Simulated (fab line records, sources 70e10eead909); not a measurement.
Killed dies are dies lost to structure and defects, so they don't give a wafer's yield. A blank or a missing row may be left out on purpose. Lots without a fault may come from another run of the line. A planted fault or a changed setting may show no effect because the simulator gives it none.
A struck lot beside a sound one | flow nand_harc | 16 steps out of a route of 1159
Sound: wafers L667.1, L667.3, L667.6. Struck: wafers L676.1, L676.2, L676.6. The cause comes at the end.
At each step with rows: each side's tool, then ch and its chambers, then its first start. Under that, the readings that differ: sound wafers | struck wafers | difference of the means | sigmas: that difference in standard deviations of wafers without a fault.
alike: readings whose means differ by less than 2 such deviations, and words and numbers that are the same on both sides. not compared: withheld readings, readings that some wafer has no value for, bounds like >300 that may hide the same value, and numbers for which the record gives no deviation and whose values overlap.
The two part at a step that has a row with sigmas, a row that says differs or no value, or rows on one side only. Numbers that don't overlap but have no deviation are shown without sigmas and don't part them. A reading that every wafer of one side lacks parts them only if that side has two wafers or more.

NHARC_A_BONDPAD_ETCH_34: etches the open film in N2/H2, target depth 60 nm, overetch 18 nm, time 65.91 s.
  sound on rie_diel-11 ch 0,1,2, day 18 23:06; struck on rie_diel-08 ch 0,2, day 21 22:32
  alike: drypump_motor_current_A, oes_product_au, rf_vpp_V, showerhead_plenum_p_Torr, throttle_valve_pct
  not compared: rf_hours_counter_h
NHARC_A_BONDPAD_ETCH_12: etches the open film in CHF3/O2, target depth 220 nm, time 110 s.
  sound on rie_diel-11 ch 0,1,2; struck on rie_diel-08 ch 0,2,3
  alike: drypump_motor_current_A, oes_product_au, rf_vpp_V, showerhead_plenum_p_Torr, throttle_valve_pct
  not compared: rf_hours_counter_h
NHARC_A_BONDPAD_CD_MEAS_13:
  sound on cd_sem-02, day 18 23:22; struck on cd_sem-02, day 21 22:46
  alike: cd_nm
then, 1 step without rows for these wafers: NHARC_A_BONDPAD_STRIP_15 (strips in O2).
NHARC_A_BONDPAD_ETCH_24: etches the open film in CF4/N2, target depth 30 nm, time 72.99 s.
  sound on rie_diel-12 ch 0,2; struck on rie_diel-08 ch 0,2,3
  alike: drypump_motor_current_A, oes_product_au, rf_vpp_V, showerhead_plenum_p_Torr, throttle_valve_pct
  not compared: rf_hours_counter_h
then, 1 step without rows for these wafers: NHARC_A_BONDPAD_STRIP_16 (strips in post etch residue remover, time 600 s).
NHARC_A_BONDPAD_DEGAS_25: time 60 s.
  sound on pvd_sputter-02, day 18 23:59; struck on pvd_sputter-03, day 21 23:27
  alike: heater_power_w
then, 2 steps without rows for these wafers: NHARC_A_BONDPAD_PRE_CLEAN_26 (time 30 s); NHARC_A_BONDPAD_PVD_17 (deposits TaN, target thk 5 nm, time 8.06 s).
NHARC_A_BONDPAD_PVD_27: deposits Cu, target thk 30 nm, time 20.49 s.
  sound on pvd_sputter-02; struck on pvd_sputter-03
  reading                | sound          | struck         | difference | sigmas
  throttle_valve_pct (%) | 29.4 28.5 28.4 | 31.2 30.1 31.0 | +2.0       | +2
  alike: cathode_dc_power_W, substrate_temp_c
then, 2 steps without rows for these wafers: NHARC_A_BONDPAD_ECD_18 (material Cu, target thk 400 nm); NHARC_A_BONDPAD_ANNEAL_28 (time 90 s).
NHARC_A_BONDPAD_CMP_19: polishes, t overpolish 30 s, cu recess touch 16 s, target thk 169.8 nm.
  sound on cmp-03 ch 0,3, day 19 01:04; struck on cmp-02 ch 1,3, day 22 00:34
  no value came back on the struck wafers for cu_recess_touch_s (s), edge_zone_pressure_frac, motor_current_A (A), overpolish_run_s (s); on the sound wafers cu_recess_touch_s (s) reads 16 16 16
NHARC_A_BONDPAD_THK_MEAS_20: measures by xrf.
  sound on film_metro-02, day 19 01:23; struck on film_metro-01, day 22 00:51
  reading     | sound             | struck            | difference | sigmas
  thk_nm (nm) | 171.4 169.7 170.1 | 394.7 394.1 399.0 | +225.5     | +99 or more
then, 1 step without rows for these wafers: NHARC_A_BONDPAD_SRD_21 (time 30 s, dry time 20 s).
NHARC_A_BONDPAD_INSPECT_23:
  sound on defect_inspect-01, day 19 01:35; struck on defect_inspect-01, day 22 01:03
  reading          | sound       | struck         | difference | sigmas
  raw_defect_count | 458 450 417 | 3237 3200 3332 | +2815      | +28

WHERE THEY PART
First at NHARC_A_BONDPAD_PVD_27; last, within this record, at NHARC_A_BONDPAD_INSPECT_23.

WHY: what the simulator had put in
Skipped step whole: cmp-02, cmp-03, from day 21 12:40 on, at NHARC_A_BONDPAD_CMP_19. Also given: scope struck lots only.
